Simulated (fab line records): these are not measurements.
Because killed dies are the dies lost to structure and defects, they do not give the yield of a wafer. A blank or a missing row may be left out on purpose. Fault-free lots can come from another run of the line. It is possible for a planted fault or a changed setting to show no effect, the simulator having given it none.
Which tool was responsible? + flow nand harc + 12 lots, 36 wafers sampled, at 5 steps of a route of 1159

## WHAT THE GAUGES SHOWED, per wafer
NHARC_END_SORT_01. Usual: defect limited yield 95.7 %, standard deviation 1.5; killed at array 26, standard deviation 9.9; killed at other 0.8, standard deviation 1; killed at periphery 2.8, standard deviation 2.2; killed dies 29, standard deviation 9.9; killed open 3.2, standard deviation 1.8; killed short 2.1, standard deviation 1.4; sort_bin_2_pct 1.3 %, standard deviation 0.54; sort_bin_3_pct 0.23 %, standard deviation 0.2; sort_bin_4_pct 2.8 %, standard deviation 1; sort n pass 648, standard deviation 9.9; sort rim yield pct 95 %, standard deviation 3.5; sort yield pct 95.7 %, standard deviation 1.5.
| lot  | measured     | on        | defect limited yield (%) | killed at array | killed at other | killed at periphery | killed dies | killed open | killed short | sort_bin_2_pct (%) | sort_bin_3_pct (%) | sort_bin_4_pct (%) | sort n pass | sort rim yield pct (%) | sort yield pct (%) | flag |
|------|--------------|-----------|--------------------------|-----------------|-----------------|---------------------|-------------|-------------|--------------|--------------------|--------------------|--------------------|-------------|------------------------|--------------------|------|
| L784 | day 21 09:30 | prober-02 | 54.2 58.2 51.4           | 12 9 11         | 0 0 1           | 298 274 317         | 310 283 329 | 4 3 5       | 0 0 2        | 15.4 13.4 17.1     | 2.51 2.22 3.99     | 27.9 26.1 27.5     | 367 394 348 | 56 58 53               | 54.2 58.2 51.4     | OFF  |
| L783 | day 20 16:10 | prober-01 | 54.5 55.1 56.4           | 16 14 18        | 1 3 1           | 291 287 276         | 308 304 295 | 3 1 0       | 2 1 1        | 16.2 14.0 13.1     | 2.36 2.66 4.58     | 26.9 28.2 25.8     | 369 373 382 | 54 51 53               | 54.5 55.1 56.4     | OFF  |

## WHICH TOOL RAN EACH LOT (tool, then ch and the chambers of the sampled wafers, then the start)
| lot  | NHARC_P_BONDPAD_CMP_32        | NHARC_A_M1_DEP_33               | NHARC_A_BONDPAD_DESCUM_11          | NHARC_A_BONDPAD_CMP_19        |
|------|-------------------------------|---------------------------------|------------------------------------|-------------------------------|
| L779 | cmp-04 ch 0,1,3, day 6 10:45  | pecvd-02 ch 0,2, day 18 00:03   | rie diel-12 ch 0,2,3, day 18 01:58 | cmp-04 ch 0,1,2, day 18 04:07 |
| L782 | cmp-04 ch 2,3, day 7 01:46    | pecvd-03 ch 1,2, day 18 09:43   | rie diel-12 ch 1,2,3, day 18 11:52 | cmp-01 ch 2,3, day 18 14:00   |
| L784 | cmp-04 ch 0,1, day 7 16:39    | pecvd-01 ch 0,2, day 19 07:04   | rie diel-12 ch 0,1,2, day 19 09:04 | cmp-04 ch 2,3, day 19 14:42   |
| L783 | cmp-04 ch 0,2, day 7 17:49    | pecvd-02 ch 0,1,2, day 19 06:23 | rie diel-09 ch 2,3, day 19 08:13   | cmp-04 ch 0,1,2, day 19 10:16 |
| L792 | cmp-02 ch 0,1,3, day 9 15:07  | pecvd-01 ch 0,2, day 21 05:03   | rie diel-09 ch 0,2, day 21 07:01   | cmp-01 ch 0,1,2, day 21 09:08 |
| L795 | cmp-02 ch 1,3, day 10 07:32   | pecvd-03 ch 0,2, day 21 11:42   | rie diel-12 ch 0,2,3, day 21 13:40 | cmp-04 ch 0,1,3, day 21 15:46 |
| L797 | cmp-02 ch 0,1,2, day 10 17:05 | pecvd-03 ch 0,2, day 22 08:04   | rie diel-12 ch 0,3, day 22 10:01   | cmp-04 ch 0,1,2, day 22 12:27 |
| L796 | cmp-03 ch 0,1,2, day 10 17:14 | pecvd-01 ch 1,2, day 22 02:54   | rie diel-12 ch 0,1, day 22 04:51   | cmp-03 ch 0,1,2, day 22 07:01 |
| L798 | cmp-03 ch 0,1, day 10 20:58   | pecvd-01 ch 0,1, day 22 08:23   | rie diel-12 ch 0,1,2, day 22 10:22 | cmp-03 ch 0,1,2, day 22 12:25 |
| L799 | cmp-02 ch 0,3, day 11 08:34   | pecvd-01 ch 1,2, day 23 03:30   | rie diel-09 ch 1,3, day 23 05:21   | cmp-03 ch 0,1,3, day 23 07:33 |
| L802 | cmp-04 ch 0,3, day 11 18:17   | pecvd-03 ch 0,1, day 22 22:28   | rie diel-12 ch 1,2,3, day 23 00:29 | cmp-03 ch 0,3, day 23 02:30   |
| L801 | cmp-04 ch 0,2,3, day 11 19:06 | pecvd-02 ch 0,2, day 23 06:20   | rie diel-12 ch 0,1,3, day 23 08:13 | cmp-01 ch 0,1,3, day 23 10:14 |
- NHARC_P_BONDPAD_CMP_32: polishes SiCN, target thk 200 nm.
- NHARC_A_M1_DEP_33: deposits SiCN, target thk 30 nm.
- NHARC_A_BONDPAD_DESCUM_11: chemistry O2, time 3 s.
- NHARC_A_BONDPAD_CMP_19: polishes, t overpolish 30 s, cu recess touch 16 s, target thk 169.8 nm.

## AS READ BY THE TOOLS THEMSELVES (means over the sampled wafers that have a number; for cases with no such wafer, the mark the record gives instead)
NHARC_P_BONDPAD_CMP_32. Usual: motor current A reads 12.5 A (standard deviation 1.1).
| lot  | tool   | motor current A (A) | flag |
|------|--------|---------------------|------|
| L779 | cmp-04 | 12.0                |      |
| L782 | cmp-04 | 12.1                |      |
| L784 | cmp-04 | 12.7                |      |
| L783 | cmp-04 | 12.0                |      |
| L792 | cmp-02 | 12.8                |      |
| L795 | cmp-02 | 13.2                |      |
| L797 | cmp-02 | 12.1                |      |
| L796 | cmp-03 | 12.4                |      |
| L798 | cmp-03 | 13.3                |      |
| L799 | cmp-02 | 12.8                |      |
| L802 | cmp-04 | 11.4                |      |
| L801 | cmp-04 | 11.9                |      |

NHARC_A_M1_DEP_33. Usual: heater power w reads 605 W (standard deviation 66).
| lot  | tool     | heater power w (W) | flag |
|------|----------|--------------------|------|
| L779 | pecvd-02 | 617                |      |
| L782 | pecvd-03 | 576                |      |
| L784 | pecvd-01 | 665                |      |
| L783 | pecvd-02 | 643                |      |
| L792 | pecvd-01 | 632                |      |
| L795 | pecvd-03 | 603                |      |
| L797 | pecvd-03 | 553                |      |
| L796 | pecvd-01 | 679                |      |
| L798 | pecvd-01 | 580                |      |
| L799 | pecvd-01 | 579                |      |
| L802 | pecvd-03 | 573                |      |
| L801 | pecvd-02 | 628                |      |

NHARC_A_BONDPAD_DESCUM_11. Usual: drypump motor current A 5.9 A, standard deviation 0.39; oes product au 1.001 a.u., standard deviation 0.007; rf vpp V 57.8 V, standard deviation 0.85; showerhead plenum p Torr 1.93 Torr, standard deviation 0.056; throttle valve pct 11.312 %, standard deviation 0.0093.
| lot  | tool        | drypump motor current A (A) | oes product au (a.u.) | rf vpp V (V) | showerhead plenum p Torr (Torr) | throttle valve pct (%) | flag |
|------|-------------|-----------------------------|-----------------------|--------------|---------------------------------|------------------------|------|
| L779 | rie diel-12 | 6.1                         | 0.991                 | 57.7         | 1.95                            | 11.318                 |      |
| L782 | rie diel-12 | 5.8                         | 0.999                 | 58.2         | 1.91                            | 11.306                 |      |
| L784 | rie diel-12 | 6.1                         | 1.009                 | 58.0         | 1.95                            | 11.312                 |      |
| L783 | rie diel-09 | 6.2                         | 0.998                 | 57.5         | 1.94                            | 11.317                 |      |
| L792 | rie diel-09 | 5.6                         | 0.994                 | 57.9         | 1.97                            | 11.305                 |      |
| L795 | rie diel-12 | 6.1                         | 0.999                 | 58.4         | 1.95                            | 11.318                 |      |
| L797 | rie diel-12 | 6.0                         | 1.003                 | 58.2         | 1.99                            | 11.304                 |      |
| L796 | rie diel-12 | 5.8                         | 1.001                 | 57.7         | 1.96                            | 11.300                 |      |
| L798 | rie diel-12 | 6.1                         | 1.005                 | 58.6         | 1.95                            | 11.319                 |      |
| L799 | rie diel-09 | 6.1                         | 0.991                 | 57.4         | 1.85                            | 11.313                 |      |
| L802 | rie diel-12 | 5.8                         | 1.002                 | 58.0         | 1.91                            | 11.316                 |      |
| L801 | rie diel-12 | 5.8                         | 1.009                 | 57.7         | 1.95                            | 11.319                 |      |

NHARC_A_BONDPAD_CMP_19. Usual: motor current A 12.3 A, standard deviation 1.3; overpolish run s 30.001 s, standard deviation 0.0097.
| lot  | tool   | motor current A (A) | overpolish run s (s) | flag |
|------|--------|---------------------|----------------------|------|
| L779 | cmp-04 | 12.8                | 30.006               |      |
| L782 | cmp-01 | 10.6                | 30.002               |      |
| L784 | cmp-04 | 12.2                | 30.002               |      |
| L783 | cmp-04 | 13.2                | 29.996               |      |
| L792 | cmp-01 | 10.9                | 30.005               |      |
| L795 | cmp-04 | 12.4                | 30.008               |      |
| L797 | cmp-04 | 13.1                | 29.995               |      |
| L796 | cmp-03 | 12.2                | 30.000               |      |
| L798 | cmp-03 | 12.6                | 29.999               |      |
| L799 | cmp-03 | 12.9                | 30.007               |      |
| L802 | cmp-03 | 12.2                | 30.003               |      |
| L801 | cmp-01 | 11.7                | 30.002               |      |

## THE ANSWER, worked out from the rows above alone
Rule: a lot counts as off when the mean over its wafers that have a number is more than 3 standard deviations away from the usual mean. Also off: a lot with no number at a reading for which 4 or more lots have one. All remaining lots with rows at the step are treated as sound. The gauges are gone through in route order, then the tools' own readings, and for those a lot's mean is taken as printed above. The first step at which some lot is off is used, and at that step the reading that is off furthest; a lot without a number counts as furthest.
Off: L784, L783, at NHARC_END_SORT_01 (killed at periphery). Neither off nor sound, because the step has no rows for them: L779, L782, L792, L795, L797, L796, L798, L799, L802, L801.
A tool fits if, at a process step before that reading, it ran every lot that is off, and no sound lot after the first of them. Gauges at NHARC_END_SORT_01: tried the same way as those tools. One candidate fits, namely cmp-04 at NHARC_P_BONDPAD_CMP_32 and NHARC_A_BONDPAD_CMP_19. It ran no sound lot before its first lot that is off in this sample, so the start can't be narrowed down.

## WHAT THE SIMULATOR PUT IN
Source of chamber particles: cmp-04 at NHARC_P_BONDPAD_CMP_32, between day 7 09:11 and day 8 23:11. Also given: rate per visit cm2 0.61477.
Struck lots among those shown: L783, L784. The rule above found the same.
